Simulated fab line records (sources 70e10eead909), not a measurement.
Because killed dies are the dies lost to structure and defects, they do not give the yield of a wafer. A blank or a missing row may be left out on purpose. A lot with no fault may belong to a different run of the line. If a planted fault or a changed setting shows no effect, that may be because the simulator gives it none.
A lot that was struck, set against a sound lot	flow nand harc	14 steps out of a route of 1302
Sound: the wafers L673.2, L673.4, L673.6. The struck wafers were L674.1, L674.3, L674.6. At the end, the cause is stated.
Per side, at each step with rows, come the tool, then ch with its chambers, and then its first start. Under that, the readings that differ: sound wafers	struck wafers	difference of the means	sigmas: that difference in standard deviations of wafers without a fault.
alike: readings with means less than 2 such deviations apart, plus words and numbers identical on both sides. not compared: withheld readings, readings lacking a value on some wafer, bounds such as >300 that could conceal the same value, and numbers that have no deviation in the record and whose values overlap.
The two part at a step that has a row with sigmas, a row that says differs or no value, or rows on one side only. Non-overlapping numbers with no deviation appear without sigmas and do not part them. Lack of a reading on every wafer of one side parts them only where that side has two or more wafers.

first, 4 steps without rows for these wafers: NHARC_A_CHANNEL_HOLE_D1_ETCH_44 (etches the open film in CF4/O2, target depth 140 nm, overetch 14 nm, time 77 s); NHARC_A_CHANNEL_HOLE_D1_STRIP_27 (strips in O2); NHARC_A_CHANNEL_HOLE_D1_PRECLEAN_28 (cleans in SC1); NHARC_A_CHANNEL_HOLE_D1_SRD_29.
NHARC_A_CHANNEL_HOLE_D1_CD_MEAS_30:
  sound: cd sem-02 at day 9 10:52; struck: cd sem-03 at day 9 18:32
  alike: cd nm
NHARC_A_CHANNEL_HOLE_D1_XSEM_31:
  sound on xsem-02 ch 0, day 9 10:57; struck on xsem-02 ch 0, day 9 18:37
  alike: bot cd nm, bow nm, tilt deg
NHARC_A_CHANNEL_HOLE_D1_INSPECT_40:
  sound: defect inspect-01 at day 9 11:03; struck: defect inspect-02 at day 9 18:43
  alike: raw defect count
then, 2 steps without rows for these wafers: NHARC_A_CHANNEL_FILL_D1_PRECLEAN_00 (cleans in SC1); NHARC_A_CHANNEL_FILL_D1_SRD_01.
NHARC_A_CHANNEL_FILL_D1_ALD_02: deposits SiO2, target thk 6 nm, pulse time 10 s, ald cycles 60.
  sound on ald hk-03 ch 2,3, day 9 11:14; struck on ald hk-01 ch 1,2, day 9 18:55
  alike: ald cycles, heater power w, precursor pulse height rel
NHARC_A_CHANNEL_FILL_D1_ALD_03: deposits SiNx, target thk 6 nm, pulse time 60 s, ald cycles 58.
  sound on ald sin batch-02 ch 0; struck on ald sin batch-03 ch 0
  alike: ald cycles, chamber pressure Torr, precursor pulse height rel
NHARC_A_CHANNEL_FILL_D1_ALD_14: deposits SiO2, target thk 2.5 nm, pulse time 10 s, ald cycles 25.
  sound on ald hk-01 ch 0,1,3, day 9 18:17; struck on ald hk-01 ch 0,1,3, day 10 02:02
  alike: ald cycles, heater power w, precursor pulse height rel
NHARC_A_CHANNEL_FILL_D1_ALD_15: deposits SiNx, target thk 2 nm, pulse time 60 s, ald cycles 19.
  sound on ald sin batch-02 ch 0, day 9 21:22; struck on ald sin batch-02 ch 0, day 10 05:07
reading	sound	struck	difference	sigmas
ald cycles	19 19 19	18 18 18	-1	
  alike: chamber pressure Torr, precursor pulse height rel
NHARC_A_CHANNEL_FILL_D1_ALD_16: deposits SiO2, target thk 1.5 nm, pulse time 10 s, ald cycles 15.
  sound on ald hk-01 ch 0,2, day 9 23:25; struck on ald hk-01 ch 1,3, day 10 07:14
  alike: ald cycles, heater power w, precursor pulse height rel

WHERE THEY PART
Nowhere in this record.

WHY: whatever the simulator had introduced
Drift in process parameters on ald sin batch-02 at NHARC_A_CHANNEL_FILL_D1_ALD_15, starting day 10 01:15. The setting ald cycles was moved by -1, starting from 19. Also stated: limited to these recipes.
